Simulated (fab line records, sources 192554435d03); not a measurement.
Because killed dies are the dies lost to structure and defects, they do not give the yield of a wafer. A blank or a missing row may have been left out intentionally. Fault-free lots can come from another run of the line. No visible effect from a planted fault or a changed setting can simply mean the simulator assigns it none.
fab line records / flow n5-finfet
[record] lots = 4 wafers = 12 last-day = 18
route steps=1938 shown BEOL_M3@1009 BEOL_M4@1021 PASSIVATION@1936
lots untouched by any fault: they come from a run of this same line in which no faults occurred
start-h: start of the lot's first displayed wafer, in hours after the record's first day / wait-h: hours from the lot's prior step to this one / " identical to the entry in the row above / L1.1+2: a row that stands for several wafers / - no value, or no start was given / * or withheld: withheld / < > ~ a bound
route shown NAME@n: NAME is a module with steps in the file, n the number in the route of the first one / usual: the fault-free wafers' mean and standard deviation / same: alike in all rows / chamber/n: place in a boat / sites: each site's reading / _std_site: how widely they spread, as a standard deviation / _edge_site: the outer-site mean with the inner-site mean subtracted / radius-mm: how far each site lies from the wafer's centre / mask NAME#n: copy n / behind: the tool/chamber that last shaped the wafer / hold: reason for holding the lot/hours on hold/outcome of the hold / device: the transistor (n, p or np) that didn't switch / end of line: tests of these same wafers at the route's end / a step given without rows: its recipe and nothing more / killed: dies lost to structure and defects at the first sort, not the wafer's yield / map: a wafer's dies, marking killed ones x, the rest . and places with no die _
set.NAME: the setting the step ran with; set.NAME@STEP: the setting that earlier step ran with / model.NAME: the simulator's own value behind a step, which no gauge read
lots seen at some steps along the route; tables by step, rows by wafer
services: a tool's chamber out of use, with start hour (start-h, from the record's first day; less than 0 if before it), hours out, and reason
[[steps]]
[step N5_BEOL_M3_ANNEAL_95]
[recipe] temp-c = 400 time-s = 240 ambient = vacuum
[step N5_BEOL_M3_SPUTTER_96]
[recipe] material = Cu target-thk-a = 45 temp-c = -20 chamber-pressure-pa = 0.07 power-w = withheld time-s = 8.29
[step N5_BEOL_M3_ECD_50]
[recipe] material = Cu target-thk-a = 3000
[step N5_BEOL_M3_ANNEAL_51]
[recipe] temp-c = 225 time-s = 90 ambient = N2
[step N5_BEOL_M3_CMP_52]
[recipe] stop-on = SiOC t-overpolish-s = 6.8 down-force-psi = 1 platen-rpm = 50 clearing-platen-down-force-psi = 1.5 clearing-platen-rpm = 50 post-cmp-clean = cu-alkaline target-thk-nm = 40 clearing-platen-pad-velocity-m-s = 0.99484 pad-velocity-m-s = 0.99484
[step N5_BEOL_M3_PRE_CLEAN_60]
[recipe] gas = NH3/H2 time-s = 15 temp-c = * rf-power-w = 300
[step N5_BEOL_M3_CO_CAP_55]
[recipe] material = Co target-thk-a = 20 temp-c = 200 precursor = CCTBA/H2 pressure-torr = 30 time-s = 102.1
[step N5_BEOL_M3_PRE_CLEAN_56]
[recipe] gas = NH3 time-s = 15 temp-c = withheld rf-power-w = 300
[step N5_BEOL_M3_DEP_57]
[recipe] material = SiCN target-thk-a = 80 temp-c = withheld precursor = 3MS/NH3 pressure-torr = 3 rf-w = 202 time-s = 14
[step N5_BEOL_M4_ILD_DEP_00]
[recipe] material = SiOC target-thk-a = 790 temp-c = 350 precursor = DEMS/O2 pressure-torr = 5 rf-w = 500 time-s = 15.3
[usual] heater-power-w = 497/69 showerhead-plenum-p-Torr = 5.694/0.011 throttle-valve-pct = 11.8/0.42
lot.wafer=L981.1 tool=pecvd-01 chamber=1 start-h=200.55 wait-h=0.0 heater-power-w=456 showerhead-plenum-p-Torr=5.688 throttle-valve-pct=11.7 model.SiOC_of_BEOL_M4_ILD_DEP_00.thk-nm=78.4
lot.wafer=L981.5 tool=pecvd-01 chamber=1 start-h=200.55 wait-h=0.0 heater-power-w=462 showerhead-plenum-p-Torr=5.697 throttle-valve-pct=11.9 model.SiOC_of_BEOL_M4_ILD_DEP_00.thk-nm=79.6
lot.wafer=L981.6 tool=pecvd-01 chamber=0 start-h=200.55 wait-h=0.0 heater-power-w=431 showerhead-plenum-p-Torr=5.693 throttle-valve-pct=11.8 model.SiOC_of_BEOL_M4_ILD_DEP_00.thk-nm=71.4
lot.wafer=L982.2 tool=pecvd-01 chamber=0 start-h=207.21 wait-h=0.0 heater-power-w=394 showerhead-plenum-p-Torr=5.678 throttle-valve-pct=12.0 model.SiOC_of_BEOL_M4_ILD_DEP_00.thk-nm=77.8
lot.wafer=L982.3 tool=pecvd-01 chamber=2 start-h=207.21 wait-h=0.0 heater-power-w=417 showerhead-plenum-p-Torr=5.718 throttle-valve-pct=11.9 model.SiOC_of_BEOL_M4_ILD_DEP_00.thk-nm=79
lot.wafer=L982.4 tool=pecvd-01 chamber=0 start-h=207.21 wait-h=0.0 heater-power-w=392 showerhead-plenum-p-Torr=5.707 throttle-valve-pct=12.0 model.SiOC_of_BEOL_M4_ILD_DEP_00.thk-nm=72
lot.wafer=L992.1 tool=pecvd-04 chamber=0 start-h=276.68 wait-h=0.0 heater-power-w=621 showerhead-plenum-p-Torr=5.701 throttle-valve-pct=12.3 model.SiOC_of_BEOL_M4_ILD_DEP_00.thk-nm=78.4
lot.wafer=L992.2 tool=pecvd-04 chamber=1 start-h=276.68 wait-h=0.0 heater-power-w=516 showerhead-plenum-p-Torr=5.667 throttle-valve-pct=12.1 model.SiOC_of_BEOL_M4_ILD_DEP_00.thk-nm=78.2
lot.wafer=L992.4 tool=pecvd-04 chamber=2 start-h=276.68 wait-h=0.0 heater-power-w=572 showerhead-plenum-p-Torr=5.693 throttle-valve-pct=11.2 model.SiOC_of_BEOL_M4_ILD_DEP_00.thk-nm=81.4
lot.wafer=L995.1 tool=pecvd-01 chamber=2 start-h=304.90 wait-h=0.0 heater-power-w=433 showerhead-plenum-p-Torr=5.715 throttle-valve-pct=12.0 model.SiOC_of_BEOL_M4_ILD_DEP_00.thk-nm=78.4
lot.wafer=L995.2 tool=pecvd-01 chamber=0 start-h=304.90 wait-h=0.0 heater-power-w=357 showerhead-plenum-p-Torr=5.703 throttle-valve-pct=11.9 model.SiOC_of_BEOL_M4_ILD_DEP_00.thk-nm=78.4
lot.wafer=L995.3 tool=pecvd-01 chamber=1 start-h=304.90 wait-h=0.0 heater-power-w=503 showerhead-plenum-p-Torr=5.685 throttle-valve-pct=12.0 model.SiOC_of_BEOL_M4_ILD_DEP_00.thk-nm=78.6
[step N5_BEOL_M4_THK_MEAS_01]
[recipe] reads = SiOC_of_BEOL_M4_ILD_DEP_00
[usual] M4_ILD_THK = 79.3/1
lot.wafer=L981.1 tool=film-metro-02 chamber=- start-h=200.61 wait-h=0.0 M4_ILD_THK[nm]=78.4
lot.wafer=L981.5 tool=film-metro-02 chamber=- start-h=200.61 wait-h=0.0 M4_ILD_THK[nm]=79.5
lot.wafer=L981.6 tool=film-metro-02 chamber=- start-h=200.61 wait-h=0.0 M4_ILD_THK[nm]=71.4
lot.wafer=L982.2 tool=film-metro-02 chamber=- start-h=207.28 wait-h=0.1 M4_ILD_THK[nm]=77.9
lot.wafer=L982.3 tool=film-metro-02 chamber=- start-h=207.28 wait-h=0.1 M4_ILD_THK[nm]=78.9
lot.wafer=L982.4 tool=film-metro-02 chamber=- start-h=207.28 wait-h=0.1 M4_ILD_THK[nm]=71.9
lot.wafer=L992.1 tool=film-metro-01 chamber=- start-h=276.74 wait-h=0.0 M4_ILD_THK[nm]=78.4
lot.wafer=L992.2 tool=film-metro-01 chamber=- start-h=276.74 wait-h=0.0 M4_ILD_THK[nm]=78.2
lot.wafer=L992.4 tool=film-metro-01 chamber=- start-h=276.74 wait-h=0.0 M4_ILD_THK[nm]=81.5
lot.wafer=L995.1 tool=film-metro-01 chamber=- start-h=304.97 wait-h=0.0 M4_ILD_THK[nm]=78.4
lot.wafer=L995.2 tool=film-metro-01 chamber=- start-h=304.97 wait-h=0.0 M4_ILD_THK[nm]=78.3
lot.wafer=L995.3 tool=film-metro-01 chamber=- start-h=304.97 wait-h=0.0 M4_ILD_THK[nm]=78.5
[step N5_BEOL_M4_PECVD_72]
[recipe] material = SiO2 target-thk-a = 160 temp-c = 400 precursor = TEOS/O2 pressure-torr = 5.5 rf-w = 450 teos-flow-sccm = 53.8 gas = O2 flow-sccm = 3000 time-s = 18
[step N5_BEOL_M4_HM_DEP_02]
[recipe] material = TiN target-thk-a = 200 temp-c = 25 chamber-pressure-pa = 0.49996
[step N5_BEOL_M4_COAT_61]
[recipe] resist = SOC temp-c = 250 time-s = 60 spin-rpm = 1500 resist-thk-nm = 60
[step N5_BEOL_M4_COAT_62]
[recipe] resist = SiARC temp-c = 220 time-s = 60 spin-rpm = 1500 resist-thk-nm = 12
[step N5_BEOL_M4_COAT_73]
[recipe] resist = underlayer temp-c = 205 time-s = 60 spin-rpm = 1500 resist-thk-nm = 5
[step N5_BEOL_M4_COAT_05]
[recipe] resist = CAR-EUV spin-rpm = 1500 resist-thk-nm = 30
[step N5_BEOL_M4_EBR_07]
[recipe] solvent = PGMEA ebr-width-mm = 1.5
[step N5_BEOL_M4_SOFTBAKE_06]
[recipe] temp-c = 110 time-s = 60 resist = CAR-EUV
[step N5_BEOL_M4_EXPOSE_08]
[recipe] mask-id = M4 na = 0.33 source-shape = dipole sigma-inner = 0.369 sigma-outer = 0.767 polarization = unpolarized dose-mj = 41.25
[step N5_BEOL_M4_PEB_09]
[recipe] peb-temp-c = 100 peb-time-s = 60 resist = CAR-EUV
[step N5_BEOL_M4_DEVELOP_10]
[recipe] develop-time-s = 30 developer = TMAH resist = CAR-EUV rinse-liquid = surfactant-rinse dry = air-spin dev-temp-c = 23
[step N5_BEOL_M4_DESCUM_16]
[recipe] chemistry = O2 time-s = 7 source-power-w = 50 bias-power-w = 20 pressure-mtorr = 20 rf-frequency-hz = 2.712e+07 temp-c = 40 resist = CAR-EUV o2-flow-sccm = 225
[step N5_BEOL_M4_ETCH_74]
[recipe] chemistry = N2/H2 target = underlayer target-depth-a = 65 mask-material = CAR-EUV time-s = 5.2 ion-energy-ev = 200 pressure-mtorr = 30 source-w = 840 bias-w = 150 n2-flow-sccm = 200 h2-flow-sccm = 200 ends = cleared
[step N5_BEOL_M4_ETCH_63]
[recipe] chemistry = CF4 target = SiARC target-depth-a = 156 mask-material = CAR-EUV time-s = 26 ion-energy-ev = 80 pressure-mtorr = 40 source-w = 545 bias-w = 36 Ar_flow_sccm = 100 cf4-flow-sccm = 100 ends = cleared
[step N5_BEOL_M4_ETCH_64]
[recipe] chemistry = N2/H2 target = SOC target-depth-a = 750 overetch-a = 225 mask-material = SiARC temp-c = 40 time-s = 121.9 ion-energy-ev = 200 pressure-mtorr = 30 source-w = 840 bias-w = 150 n2-flow-sccm = 200 h2-flow-sccm = 200
[step N5_BEOL_M4_STRIP_65]
[recipe] chemistry = N2/H2 temp-c = 40 n2-flow-sccm = 200 h2-flow-sccm = 200 rf-frequency-hz = 6e+07
[step N5_BEOL_M4_STRIP_75]
[recipe] chemistry = N2/H2 temp-c = 40 n2-flow-sccm = 200 h2-flow-sccm = 200 rf-frequency-hz = 6e+07
[step N5_BEOL_M4_STRIP_66]
[recipe] chemistry = CF4 resist = SiARC power-w = 300 bias-power-w = 75 pressure-mtorr = 50 cf4-flow-sccm = 150 rf-frequency-hz = 6e+07
[step N5_BEOL_M4_HM_OPEN_17]
[recipe] chemistry = Cl2/BCl3 target-depth-a = 200 overetch-a = 60 target = TiN mask-material = SOC ion-energy-ev = 150 pressure-mtorr = 10 icp-w = 1000 bias-w = 126 Cl2_flow_sccm = 53.25 bcl3-flow-sccm = 21.75 Ar_flow_sccm = 25
[step N5_BEOL_M4_STRIP_19]
[recipe] chemistry = O2 power-w = 400 temp-c = 40 pressure-mtorr = 30 rf-frequency-hz = 6e+07 bias-power-w = 0 overash-fraction = 0.2 o2-flow-sccm = 225
[step N5_BEOL_M4_COAT_67]
[recipe] resist = SOC temp-c = 250 time-s = 60 spin-rpm = 1500 resist-thk-nm = 60
[step N5_BEOL_M4_COAT_68]
[recipe] resist = SiARC temp-c = 220 time-s = 60 spin-rpm = 1500 resist-thk-nm = 12
[step N5_BEOL_M4_COAT_76]
[recipe] resist = underlayer temp-c = 205 time-s = 60 spin-rpm = 1500 resist-thk-nm = 5
[step N5_BEOL_M4_COAT_22]
[recipe] resist = CAR-EUV spin-rpm = 1500 resist-thk-nm = 30
[step N5_BEOL_M4_CMP_52]
[recipe] stop-on = SiOC t-overpolish-s = 6.8 down-force-psi = 1 platen-rpm = 50 clearing-platen-down-force-psi = 1.5 clearing-platen-rpm = 50 post-cmp-clean = cu-alkaline target-thk-nm = 40 clearing-platen-pad-velocity-m-s = 0.99484 pad-velocity-m-s = 0.99484
[usual] edge-zone-pressure-frac = 1.000/0.0048 motor-current-A = 6.0/0.66
lot.wafer=L981.1 tool=cmp-02 chamber=2 start-h=215.78 wait-h=0.3 edge-zone-pressure-frac=1.000 motor-current-A=6.2 model.SiOC_of_BEOL_M4_ILD_DEP_00.thk-nm=75.4
lot.wafer=L981.5 tool=cmp-02 chamber=1 start-h=215.78 wait-h=0.3 edge-zone-pressure-frac=0.993 motor-current-A=7.3 model.SiOC_of_BEOL_M4_ILD_DEP_00.thk-nm=76.6
lot.wafer=L981.6 tool=cmp-02 chamber=2 start-h=215.78 wait-h=0.3 edge-zone-pressure-frac=1.002 motor-current-A=5.7 model.SiOC_of_BEOL_M4_ILD_DEP_00.thk-nm=68.4
lot.wafer=L982.3 tool=cmp-02 chamber=2 start-h=221.91 wait-h=0.2 edge-zone-pressure-frac=0.992 motor-current-A=5.9 model.SiOC_of_BEOL_M4_ILD_DEP_00.thk-nm=76
lot.wafer=L982.2 tool=cmp-02 chamber=0 start-h=221.91 wait-h=0.2 edge-zone-pressure-frac=1.004 motor-current-A=6.2 model.SiOC_of_BEOL_M4_ILD_DEP_00.thk-nm=74.8
lot.wafer=L982.4 tool=cmp-02 chamber=1 start-h=221.91 wait-h=0.2 edge-zone-pressure-frac=0.999 motor-current-A=7.2 model.SiOC_of_BEOL_M4_ILD_DEP_00.thk-nm=69
lot.wafer=L992.1 tool=cmp-04 chamber=2 start-h=286.91 wait-h=0.3 edge-zone-pressure-frac=1.005 motor-current-A=5.9 model.SiOC_of_BEOL_M4_ILD_DEP_00.thk-nm=75.4
lot.wafer=L992.4 tool=cmp-04 chamber=0 start-h=286.91 wait-h=0.3 edge-zone-pressure-frac=0.994 motor-current-A=4.6 model.SiOC_of_BEOL_M4_ILD_DEP_00.thk-nm=78.4
lot.wafer=L992.2 tool=cmp-04 chamber=1 start-h=286.91 wait-h=0.3 edge-zone-pressure-frac=1.002 motor-current-A=6.5 model.SiOC_of_BEOL_M4_ILD_DEP_00.thk-nm=75.2
lot.wafer=L995.3 tool=cmp-02 chamber=0 start-h=314.79 wait-h=0.2 edge-zone-pressure-frac=0.996 motor-current-A=6.1 model.SiOC_of_BEOL_M4_ILD_DEP_00.thk-nm=75.6
lot.wafer=L995.2 tool=cmp-02 chamber=2 start-h=314.79 wait-h=0.2 edge-zone-pressure-frac=1.001 motor-current-A=6.0 model.SiOC_of_BEOL_M4_ILD_DEP_00.thk-nm=75.4
lot.wafer=L995.1 tool=cmp-02 chamber=3 start-h=314.79 wait-h=0.2 edge-zone-pressure-frac=1.007 motor-current-A=6.5 model.SiOC_of_BEOL_M4_ILD_DEP_00.thk-nm=75.4
[step N5_BEOL_M4_RC_MEAS_101]
[usual] DIBL_N = 37.2/2.5 DIBL_P = 38/3 IOFF_N = 0.17/0.044 IOFF_P = 0.24/0.059 ION_N = 667/13 ION_P = 461/7.9 SS_N = 71.8/0.86 SS_P = 73.6/0.92 VT_N = 250/4.1 VT_P = -249/3.9
lot.wafer=L981.1 tool=prober-02 chamber=0 start-h=216.35 wait-h=0.0 DIBL_N[mV/V]=34.9 DIBL_P[mV/V]=33 IOFF_N[nA/um]=0.10 IOFF_P[nA/um]=0.18 ION_N[uA/um]=653 ION_P[uA/um]=456 SS_N[mV/dec]=71.6 SS_P[mV/dec]=72.5 VT_N[mV]=257 VT_P[mV]=-249
lot.wafer=L981.5 tool=prober-02 chamber=0 start-h=216.35 wait-h=0.0 DIBL_N[mV/V]=39.0 DIBL_P[mV/V]=39 IOFF_N[nA/um]=0.18 IOFF_P[nA/um]=0.28 ION_N[uA/um]=681 ION_P[uA/um]=467 SS_N[mV/dec]=71.6 SS_P[mV/dec]=74.6 VT_N[mV]=249 VT_P[mV]=-246
lot.wafer=L981.6 tool=prober-02 chamber=0 start-h=216.35 wait-h=0.0 DIBL_N[mV/V]=35.7 DIBL_P[mV/V]=34 IOFF_N[nA/um]=0.12 IOFF_P[nA/um]=0.20 ION_N[uA/um]=665 ION_P[uA/um]=461 SS_N[mV/dec]=71.2 SS_P[mV/dec]=73.0 VT_N[mV]=255 VT_P[mV]=-249
lot.wafer=L982.2 tool=prober-02 chamber=0 start-h=222.67 wait-h=0.2 DIBL_N[mV/V]=38.1 DIBL_P[mV/V]=39 IOFF_N[nA/um]=0.17 IOFF_P[nA/um]=0.24 ION_N[uA/um]=668 ION_P[uA/um]=468 SS_N[mV/dec]=70.7 SS_P[mV/dec]=73.5 VT_N[mV]=251 VT_P[mV]=-249
lot.wafer=L982.3 tool=prober-02 chamber=0 start-h=222.67 wait-h=0.2 DIBL_N[mV/V]=39.5 DIBL_P[mV/V]=41 IOFF_N[nA/um]=0.22 IOFF_P[nA/um]=0.29 ION_N[uA/um]=685 ION_P[uA/um]=473 SS_N[mV/dec]=71.3 SS_P[mV/dec]=73.9 VT_N[mV]=248 VT_P[mV]=-243
lot.wafer=L982.4 tool=prober-02 chamber=0 start-h=222.67 wait-h=0.2 DIBL_N[mV/V]=35.0 DIBL_P[mV/V]=35 IOFF_N[nA/um]=0.13 IOFF_P[nA/um]=0.18 ION_N[uA/um]=651 ION_P[uA/um]=457 SS_N[mV/dec]=70.9 SS_P[mV/dec]=72.6 VT_N[mV]=251 VT_P[mV]=-252
lot.wafer=L992.1 tool=prober-01 chamber=0 start-h=287.56 wait-h=0.0 DIBL_N[mV/V]=37.8 DIBL_P[mV/V]=39 IOFF_N[nA/um]=0.18 IOFF_P[nA/um]=0.26 ION_N[uA/um]=665 ION_P[uA/um]=455 SS_N[mV/dec]=71.2 SS_P[mV/dec]=74.3 VT_N[mV]=251 VT_P[mV]=-249
lot.wafer=L992.2 tool=prober-01 chamber=0 start-h=287.56 wait-h=0.0 DIBL_N[mV/V]=32.8 DIBL_P[mV/V]=34 IOFF_N[nA/um]=0.11 IOFF_P[nA/um]=0.17 ION_N[uA/um]=665 ION_P[uA/um]=457 SS_N[mV/dec]=69.9 SS_P[mV/dec]=72.4 VT_N[mV]=255 VT_P[mV]=-254
lot.wafer=L992.4 tool=prober-01 chamber=0 start-h=287.56 wait-h=0.0 DIBL_N[mV/V]=38.9 DIBL_P[mV/V]=41 IOFF_N[nA/um]=0.22 IOFF_P[nA/um]=0.31 ION_N[uA/um]=675 ION_P[uA/um]=470 SS_N[mV/dec]=72.3 SS_P[mV/dec]=75.3 VT_N[mV]=249 VT_P[mV]=-244
lot.wafer=L995.1 tool=prober-01 chamber=0 start-h=315.40 wait-h=0.0 DIBL_N[mV/V]=38.3 DIBL_P[mV/V]=37 IOFF_N[nA/um]=0.15 IOFF_P[nA/um]=0.25 ION_N[uA/um]=665 ION_P[uA/um]=463 SS_N[mV/dec]=72.4 SS_P[mV/dec]=73.5 VT_N[mV]=252 VT_P[mV]=-247
lot.wafer=L995.2 tool=prober-01 chamber=0 start-h=315.40 wait-h=0.0 DIBL_N[mV/V]=37.9 DIBL_P[mV/V]=36 IOFF_N[nA/um]=0.14 IOFF_P[nA/um]=0.22 ION_N[uA/um]=650 ION_P[uA/um]=454 SS_N[mV/dec]=71.4 SS_P[mV/dec]=74.0 VT_N[mV]=254 VT_P[mV]=-248
lot.wafer=L995.3 tool=prober-01 chamber=0 start-h=315.40 wait-h=0.0 DIBL_N[mV/V]=40.6 DIBL_P[mV/V]=40 IOFF_N[nA/um]=0.21 IOFF_P[nA/um]=0.32 ION_N[uA/um]=679 ION_P[uA/um]=469 SS_N[mV/dec]=73.0 SS_P[mV/dec]=74.8 VT_N[mV]=249 VT_P[mV]=-246
[step N5_PASSIVATION_PROBE_49]
[usual] defect-limited-yield = 91.5/1.4 killed_at_M0_to_M3 = 32/11 killed_at_M4_up = 12/4.4 killed-at-contacts = 13/6.1 killed-at-front-end = 39/12 killed-at-other = 3.9/3 killed-dies = 100/17 killed-open = 66/12 killed-short = 33/7.4 sort_bin_4_leakage = 0.03/0.14 sort_bin_5_function = 5.0/0.95 sort_bin_6_memory = 3.2/0.66 sort-n-pass = 1079/17 sort-yield-pct = 91.4/1.5
[same] gross-dies = 1180 killed-at-back-side = 0 sort_bin_8_speed[%] = 0
lot.wafer=L981.1 tool=prober-02 chamber=- start-h=331.98 wait-h=0.0 defect-limited-yield[%]=88.4 killed_at_M0_to_M3=32 killed_at_M4_up=18 killed-at-contacts=23 killed-at-front-end=60 killed-at-other=4 killed-dies=137 killed-open=100 killed-short=37 sort_bin_4_leakage[%]=0 sort_bin_5_function[%]=6.9 sort_bin_6_memory[%]=4.2 sort-n-pass=1043 sort-yield-pct[%]=88.4
lot.wafer=L981.5 tool=prober-02 chamber=- start-h=332.18 wait-h=0.2 defect-limited-yield[%]=89.9 killed_at_M0_to_M3=22 killed_at_M4_up=11 killed-at-contacts=20 killed-at-front-end=63 killed-at-other=3 killed-dies=119 killed-open=81 killed-short=38 sort_bin_4_leakage[%]=0 sort_bin_5_function[%]=4.7 sort_bin_6_memory[%]=5.1 sort-n-pass=1061 sort-yield-pct[%]=89.9
lot.wafer=L981.6 tool=prober-02 chamber=- start-h=332.23 wait-h=0.3 defect-limited-yield[%]=89.5 killed_at_M0_to_M3=42 killed_at_M4_up=21 killed-at-contacts=21 killed-at-front-end=35 killed-at-other=5 killed-dies=124 killed-open=78 killed-short=45 sort_bin_4_leakage[%]=0 sort_bin_5_function[%]=5.4 sort_bin_6_memory[%]=4.6 sort-n-pass=1056 sort-yield-pct[%]=89.5
// killed by level:class
L981.1 MOL_CONTACT_COAG:geometric-particle:open=20 FIN_SAQP:geometric-particle:open=18 STI_FIN_REVEAL:geometric-particle:open=16 FIN_SAQP:geometric-particle:short=12 BEOL_M4:geometric-particle:open=9 BEOL_M0_SAQP:geometric-particle:short=7 BEOL_M0_SAQP:geometric-particle:open=6 BEOL_M2:geometric-particle:open=6
L981.5 STI_FIN_REVEAL:geometric-particle:open=27 MOL_CONTACT_COAG:geometric-particle:open=15 FIN_SAQP:geometric-particle:open=8 STI_FIN_REVEAL:geometric-particle:short=7 MOL_CONTACT_COAG:geometric-particle:short=5 FIN_SAQP:geometric-particle:short=4 BEOL_M0_SAQP:geometric-particle:short=4 DUMMY_GATE:geometric-particle:open=3
L981.6 MOL_CONTACT_COAG:geometric-particle:open=16 BEOL_M0_SAQP:geometric-particle:open=11 FIN_SAQP:geometric-particle:short=10 BEOL_M0_SAQP:geometric-particle:short=10 BEOL_M4:geometric-particle:open=9 FIN_SAQP:geometric-particle:open=8 BEOL_M1:geometric-particle:open=8 MOL_CONTACT_COAG:geometric-particle:short=5
[[services]]
tool=cmp-02 chamber=- start-h=207.18 hours=5.2 kind=pm
tool=cmp-02 chamber=- start-h=239.83 hours=4.0 kind=pm
tool=cmp-02 chamber=- start-h=243.83 hours=- kind=consumable-replace:conditioner
tool=cmp-02 chamber=- start-h=243.83 hours=- kind=consumable-replace:pad
tool=cmp-02 chamber=- start-h=256.58 hours=0.3 kind=repair
tool=cmp-04 chamber=- start-h=306.07 hours=0.5 kind=repair
[[key]]
[first-sign] step = N5_BEOL_M4_THK_MEAS_01 reading = M4_ILD_THK direction = down sigmas = 7.5 usual = 79.3 struck = 71.7
effect none on later readings
[model-effect] step = N5_BEOL_M4_ILD_DEP_00 value = SiOC_of_BEOL_M4_ILD_DEP_00.thk-nm without = 78.6 struck = 71.7
[model-effect] step = N5_BEOL_M4_CMP_52 value = SiOC_of_BEOL_M4_ILD_DEP_00.thk-nm without = 75.6 struck = 68.7
met-at N5_BEOL_M4_ILD_DEP_00
struck-wafers L981.6,L982.4
[fault] kind = process-parameter-drift tool = pecvd-01 chamber = - onset-h = 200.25 steps = N5_BEOL_M4_ILD_DEP_00 channel = target-thk-a offset = * shape = step end-h = 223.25 scope = struck-wafers-only acts-in = * stated = *
